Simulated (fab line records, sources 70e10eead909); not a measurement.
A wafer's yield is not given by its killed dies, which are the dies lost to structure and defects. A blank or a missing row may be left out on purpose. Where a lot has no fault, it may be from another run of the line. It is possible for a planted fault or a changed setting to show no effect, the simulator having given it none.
A lot that was struck, set against a sound lot / flow nand_harc / 12 out of 1302 route steps
Sound: the wafers L323.1, L323.5, L323.6. Struck: wafer L330.5. (L330.3 of the same lot was not struck and is left out.) The cause comes at the end.
Each step with rows lists, per side, the tool, then ch with its chambers, then its first start. Under that, the readings that differ: sound wafers / struck wafers / difference of the means / sigmas: that difference in standard deviations of wafers without a fault.
alike: readings with means less than 2 such deviations apart, plus words and numbers identical on both sides. not compared: withheld readings, readings lacking a value on some wafer, bounds such as >300 that could conceal the same value, and numbers that have no deviation in the record and whose values overlap.
The two part at a step that has a row with sigmas, a row that says differs or no value, or rows on one side only. Numbers that don't overlap but have no deviation are shown without sigmas and don't part them. A reading that every wafer of one side lacks parts them only if that side has two wafers or more.

first, 2 steps without rows for these wafers: NHARC_A_WL_FILL_ALD_02 (deposits TiN, target thk 2 nm, pulse time 3 s, ald cycles 100); NHARC_A_WL_FILL_CVD_03 (deposits W, target thk 40 nm, time 279 s).
NHARC_A_WL_FILL_ETCHBACK_04: etches the open film in NF3, target depth 60 nm, time 120 s.
  sound on rie_metal-02 ch 0,1, day 24 16:56; struck on rie_metal-03 ch 0, day 27 13:35
  alike: drypump_motor_current_A, oes_product_au, run_length_s
  not compared: rf_hours_counter_h
NHARC_A_WL_FILL_ETCHBACK_05: etches the open film in Cl2/BCl3, target depth 22 nm, time 60 s.
  sound on rie_metal-02 ch 0,1, day 24 17:09; struck on rie_metal-03 ch 0, day 27 13:46
  alike: drypump_motor_current_A, oes_product_au, run_length_s
  not compared: rf_hours_counter_h
NHARC_A_WL_FILL_STRIP_27: strips in N2/H2, time 20 s.
  sound on plasma_asher-01 ch 0,1, day 24 17:18; struck on plasma_asher-02 ch 1, day 27 13:55
reading=drypump_motor_current_A (A); sound=6.1 6.1 5.9; struck=4.9; difference=-1.1; sigmas=-3
reading=heater_power_w (W); sound=318 316 387; struck=422; difference=+82; sigmas=+2
  not compared: rf_hours_counter_h
then, 4 steps without rows for these wafers: NHARC_A_WL_FILL_STRIP_28 (strips in post etch residue remover, time 1200 s); NHARC_A_WL_FILL_PRECLEAN_06 (cleans in DIW, time 300 s); NHARC_A_WL_FILL_SRD_07; NHARC_A_WL_FILL_ANNEAL_08 (time 1800 s).
NHARC_A_WL_FILL_ALD_10: deposits SiO2, target thk 50 nm, pulse time 10 s, ald cycles 500.
  sound on ald_hk-04 ch 0,2,3, day 24 23:14; struck on ald_hk-04 ch 1, day 27 22:22
  alike: heater_power_outer_w, heater_power_w, precursor_pulse_height_rel
NHARC_A_WL_FILL_ETCHBACK_16: etches the open film in C4F8/O2/Ar, target depth 120 nm, time 24 s.
  sound on rie_diel-05 ch 1,2,3, day 25 02:52; struck on rie_diel-05 ch 3, day 28 00:58
reading=oes_product_au (a.u.); sound=0.938 0.930 0.933; struck=0.986; difference=+0.052; sigmas=+2
reading=run_length_s (s); sound=45.0 45.5 45.9; struck=29.0; difference=-16.5; sigmas=-29
  alike: rf_vpp_V
  not compared: rf_hours_counter_h
NHARC_A_WL_FILL_STRIP_29: strips in O2, time 20 s.
  sound on rie_diel-05 ch 1,2, day 25 02:57; struck on rie_diel-05 ch 1, day 28 01:04
  alike: drypump_motor_current_A, mfc_ar_sccm, o2_flow_sccm, oes_product_au, rf_vpp_V, showerhead_plenum_p_Torr, throttle_valve_pct
  not compared: rf_hours_counter_h

## WHERE THEY PART
Earliest at NHARC_A_WL_FILL_STRIP_27; latest, in this record, at NHARC_A_WL_FILL_ETCHBACK_16. Later steps at which nothing parts them and some readings are alike: NHARC_A_WL_FILL_STRIP_29.

WHY: whatever the simulator had introduced
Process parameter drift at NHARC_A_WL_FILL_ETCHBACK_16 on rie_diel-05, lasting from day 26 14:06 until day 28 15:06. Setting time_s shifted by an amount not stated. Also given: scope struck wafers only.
